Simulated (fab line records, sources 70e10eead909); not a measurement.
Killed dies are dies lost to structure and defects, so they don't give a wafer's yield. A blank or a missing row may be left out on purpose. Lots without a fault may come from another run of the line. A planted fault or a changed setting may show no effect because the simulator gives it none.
One fault seen from 2 desks | flow nand_harc | each desk has only its own numbers; what lay behind them comes last

THE TOOL OWNER'S DESK: rie_diel-13
The tool's own readings at NHARC_P_GATE_HM_OPEN_105 (chemistry O2/COS, target depth 360 nm): means of the sampled wafers that have a number, for each lot that ran on this tool. A lot is out of limits, marked OUT, if its mean lies more than 4 standard deviations from the usual mean; the brackets give that distance.
Columns: A = drypump_motor_current_A at NHARC_P_GATE_HM_OPEN_105, usual 5.6 A; B = oes_product_au at NHARC_P_GATE_HM_OPEN_105, usual 0.999 a.u.; C = rf_vpp_V at NHARC_P_GATE_HM_OPEN_105, usual 468 V; D = showerhead_plenum_p_Torr at NHARC_P_GATE_HM_OPEN_105, usual 3.16 Torr; E = throttle_valve_pct at NHARC_P_GATE_HM_OPEN_105, usual 28.330 %
lot  | first seen here | A   | B               | C   | D    | E
L766 | day 6 13:00     | 5.5 | 1.007           | 467 | 3.12 | 28.332
L768 | day 7 12:00     | 5.4 | 0.847 (-13) OUT | 472 | 3.34 | 28.338
L780 | day 12 16:00    | 5.6 | 0.986           | 469 | 3.22 | 28.330
L783 | day 13 17:00    | 5.6 | 0.986           | 468 | 3.22 | 28.333
L785 | day 14 21:00    | 5.3 | 0.995           | 469 | 3.23 | 28.329
This desk's finding: out of limits on L768; first on L768, day 7 12:00 (oes_product_au at NHARC_P_GATE_HM_OPEN_105). In limits: L766, L780, L783, L785.

THE DEFECT DESK
What the inspections along the route counted, lot by lot: means of the sampled wafers that have a number. A lot is out of limits, marked OUT, if its mean lies more than 4 standard deviations from the usual mean; the brackets give that distance.
Columns: A = raw_defect_count at NHARC_P_STI_INSPECT_25, usual 209
lot  | first seen here | A
L764 | day 4 19:27     | 219
L766 | day 5 15:43     | 229
L768 | day 6 11:37     | 210
L777 | day 10 02:59    | 191
L778 | day 10 18:55    | 214
L779 | day 11 00:35    | 252
L780 | day 11 15:17    | 193
L781 | day 11 19:57    | 246
L782 | day 12 10:33    | 152
L783 | day 12 18:39    | 222
L784 | day 13 05:44    | 231
L785 | day 13 23:19    | 228
This desk's finding: nothing out of limits on any of the 12 lots.

PUT TOGETHER
The tool owner's desk could have raised an alarm at day 7 12:00, on L768.
The defect desk saw nothing out of limits.
The defect desk has L768 on record, within its limits.
Of the lots named, all ran NHARC_P_GATE_HM_OPEN_105 on rie_diel-13.

WHAT THE SIMULATOR HAD PUT IN
Process parameter drift: rie_diel-13, from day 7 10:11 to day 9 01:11, at NHARC_P_GATE_HM_OPEN_105. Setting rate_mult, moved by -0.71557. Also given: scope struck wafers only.
Lots struck among those shown: L768.
Hours from the fault's start to each desk's first reading out of limits: the tool owner's desk, 2.
